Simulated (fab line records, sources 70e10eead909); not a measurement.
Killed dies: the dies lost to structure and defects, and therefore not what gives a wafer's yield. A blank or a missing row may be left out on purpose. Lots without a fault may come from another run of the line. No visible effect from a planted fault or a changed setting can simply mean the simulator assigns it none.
Which tool is to blame? ; flow nand-harc ; Sampling: 13 lots, 39 wafers, 5 of 1302 route steps

== WHAT THE GAUGES READ, wafer by wafer ==
NHARC_A_BONDPAD_THK_MEAS_30: measures by ellipsometry. Usual: thk-nm at 199.8 nm, with a standard deviation of 1.6.
lot;measured;on;thk-nm (nm);flag
L483;day 23 13:48;film-metro-01;202.5 198.7 199.9;
L484;day 23 19:25;film-metro-01;199.9 201.0 198.5;
L485;day 24 09:01;film-metro-01;201.0 199.9 200.2;
L486;day 24 09:50;film-metro-01;200.7 199.4 202.8;
L489;day 26 03:02;film-metro-02;200.5 200.0 199.0;
L492;day 27 05:47;film-metro-01;199.6 199.2 196.8;
L498;day 29 03:43;film-metro-01;200.3 200.7 200.3;
L496;day 29 22:44;film-metro-01;199.6 194.9;
L497;day 30 02:05;film-metro-01;198.5 200.0 200.2;
L502;day 31 01:52;film-metro-02;202.8 201.0 200.6;
L503;day 32 01:29;film-metro-01;199.2 199.1 198.4;
L504;day 32 22:08;film-metro-01;199.3 195.0 198.1;
L505;day 33 17:17;film-metro-02;199.3 200.7 201.3;

NHARC_END_SORT_01. Usual: value, then standard deviation, for each; defect-limited-yield 91.0 % / 2.5; killed-at-array 56 / 17; killed-at-other 0.9 / 1.2; killed-at-periphery 3.9 / 2.5; killed-dies 61 / 17; killed-open 3.2 / 1.8; killed-short 2.7 / 1.7.
lot;measured;on;defect-limited-yield (%);killed-at-array;killed-at-other;killed-at-periphery;killed-dies;killed-open;killed-short;flag
L489;day 27 08:07;prober-01;90.8;59;0;3;62;4;2;
L496;day 31 21:36;prober-01;88.0 91.1 0;79 57 672;1 1 0;1 2 5;81 60 677;1 4 7;3 1 3;OFF

== WHAT TOOL EACH LOT RAN ON (gives the tool, then ch and the chambers of the sampled wafers, and finally the start) ==
lot;NHARC_A_M1_PRE_CLEAN_30;NHARC_A_M1_PVD_21;NHARC_A_BONDPAD_ANNEAL_28
L483;pvd-sputter-02, day 23 11:07 or earlier;pvd-sputter-02, day 23 11:07;rtp-anneal-01 ch 0, day 23 16:10
L484;pvd-sputter-02, day 23 16:34 or earlier;pvd-sputter-02, day 23 16:34;rtp-anneal-02 ch 0, day 23 21:55
L485;pvd-sputter-03, day 24 06:17 or earlier;pvd-sputter-03, day 24 06:17;rtp-anneal-02 ch 0, day 24 11:35
L486;pvd-sputter-01, day 24 07:08 or earlier;pvd-sputter-01, day 24 07:08;rtp-anneal-02 ch 0, day 24 12:22
L489;pvd-sputter-03, day 25 23:42 or earlier;pvd-sputter-03, day 25 23:42;rtp-anneal-02 ch 0, day 26 05:56
L492;pvd-sputter-02, day 27 03:07 or earlier;pvd-sputter-02, day 27 03:07;rtp-anneal-02 ch 0, day 27 08:18
L498;pvd-sputter-03, day 29 01:02 or earlier;pvd-sputter-03, day 29 01:02;rtp-anneal-01 ch 0, day 29 06:11
L496;pvd-sputter-01, day 29 20:05 or earlier;pvd-sputter-01, day 29 20:05;rtp-anneal-02 ch 0, day 30 01:21
L497;pvd-sputter-02, day 29 23:25 or earlier;pvd-sputter-02, day 29 23:25;rtp-anneal-02 ch 0, day 30 04:35
L502;pvd-sputter-02, day 30 23:11 or earlier;pvd-sputter-02, day 30 23:11;rtp-anneal-02 ch 0, day 31 04:15
L503;pvd-sputter-02, day 31 22:48 or earlier;pvd-sputter-02, day 31 22:48;rtp-anneal-01 ch 0, day 32 03:54
L504;pvd-sputter-03, day 32 19:26 or earlier;pvd-sputter-03, day 32 19:26;rtp-anneal-02 ch 0, day 33 00:28
L505;pvd-sputter-03, day 33 14:36 or earlier;pvd-sputter-03, day 33 14:36;rtp-anneal-01 ch 0, day 33 19:47
- NHARC_A_M1_PRE_CLEAN_30: time 30 s.
- NHARC_A_M1_PVD_21: deposits Cu, target thk 30 nm, time 20.49 s.
- NHARC_A_BONDPAD_ANNEAL_28: time 90 s.

== WHAT THE TOOLS THEMSELVES READ (means of the sampled wafers that have a number; where no wafer has one, the mark that the record gives instead) ==
NHARC_A_M1_PRE_CLEAN_30. Usual: heater-power-w at 401 W, with a standard deviation of 23.
lot;tool;heater-power-w (W);flag
L483;pvd-sputter-02;429;
L484;pvd-sputter-02;414;
L485;pvd-sputter-03;399;
L486;pvd-sputter-01;399;
L489;pvd-sputter-03;395;
L492;pvd-sputter-02;398;
L498;pvd-sputter-03;383;
L496;pvd-sputter-01;380;
L497;pvd-sputter-02;403;
L502;pvd-sputter-02;422;
L503;pvd-sputter-02;387;
L504;pvd-sputter-03;408;
L505;pvd-sputter-03;396;

NHARC_A_M1_PVD_21. Usual: throttle-valve-pct at 30.3 %, with a standard deviation of 0.81.
lot;tool;throttle-valve-pct (%);flag
L483;pvd-sputter-02;29.7;
L484;pvd-sputter-02;30.4;
L485;pvd-sputter-03;30.4;
L486;pvd-sputter-01;30.6;
L489;pvd-sputter-03;29.7;
L492;pvd-sputter-02;30.6;
L498;pvd-sputter-03;30.9;
L496;pvd-sputter-01;30.5;
L497;pvd-sputter-02;30.3;
L502;pvd-sputter-02;29.7;
L503;pvd-sputter-02;29.2;
L504;pvd-sputter-03;30.6;
L505;pvd-sputter-03;30.6;

NHARC_A_BONDPAD_ANNEAL_28. Usual: wafer_temp_C_max at 225.76, with a standard deviation of 0.2.
lot;tool;wafer_temp_C_max;flag
L483;rtp-anneal-01;225.59;
L484;rtp-anneal-02;225.93;
L485;rtp-anneal-02;225.99;
L486;rtp-anneal-02;225.75;
L489;rtp-anneal-02;225.92;
L492;rtp-anneal-02;225.91;
L498;rtp-anneal-01;225.85;
L496;rtp-anneal-02;225.56;
L497;rtp-anneal-02;225.78;
L502;rtp-anneal-02;225.74;
L503;rtp-anneal-01;225.61;
L504;rtp-anneal-02;225.74;
L505;rtp-anneal-01;225.63;

== THE ANSWER, worked out from the rows above alone ==
Rule: lot off if the mean of its wafers having a number is beyond 3 standard deviations from the usual mean. A lot without any number at a reading at which 4 lots or more have one is off too. Any other lot the step has rows for is counted as sound. The gauges are gone through in route order, then the tools' own readings, and for those a lot's mean is taken as printed above. At the first step where some lot is off, the reading lying furthest off is the one used; lots without a number count as furthest.
Off, at NHARC_END_SORT_01 on killed-at-array: L496. Neither off nor sound, because the step has no rows for them: L483, L484, L485, L486, L492, L498, L497, L502, L503, L504, L505.
A tool fits if, at a process step before that reading, it ran every lot that is off, and no sound lot after the first of them. Gauges at NHARC_END_SORT_01: tried the same way as those tools. NHARC_A_M1_PRE_CLEAN_30 gives no start for some lots, so the hours and the order of its lots are those of NHARC_A_M1_PVD_21. Can't be told from this: 3 tools fit, pvd-sputter-01 at NHARC_A_M1_PRE_CLEAN_30 and NHARC_A_M1_PVD_21, rtp-anneal-02 at NHARC_A_BONDPAD_ANNEAL_28, prober-01 at NHARC_END_SORT_01.

== WHAT THE SIMULATOR HAD INSERTED ==
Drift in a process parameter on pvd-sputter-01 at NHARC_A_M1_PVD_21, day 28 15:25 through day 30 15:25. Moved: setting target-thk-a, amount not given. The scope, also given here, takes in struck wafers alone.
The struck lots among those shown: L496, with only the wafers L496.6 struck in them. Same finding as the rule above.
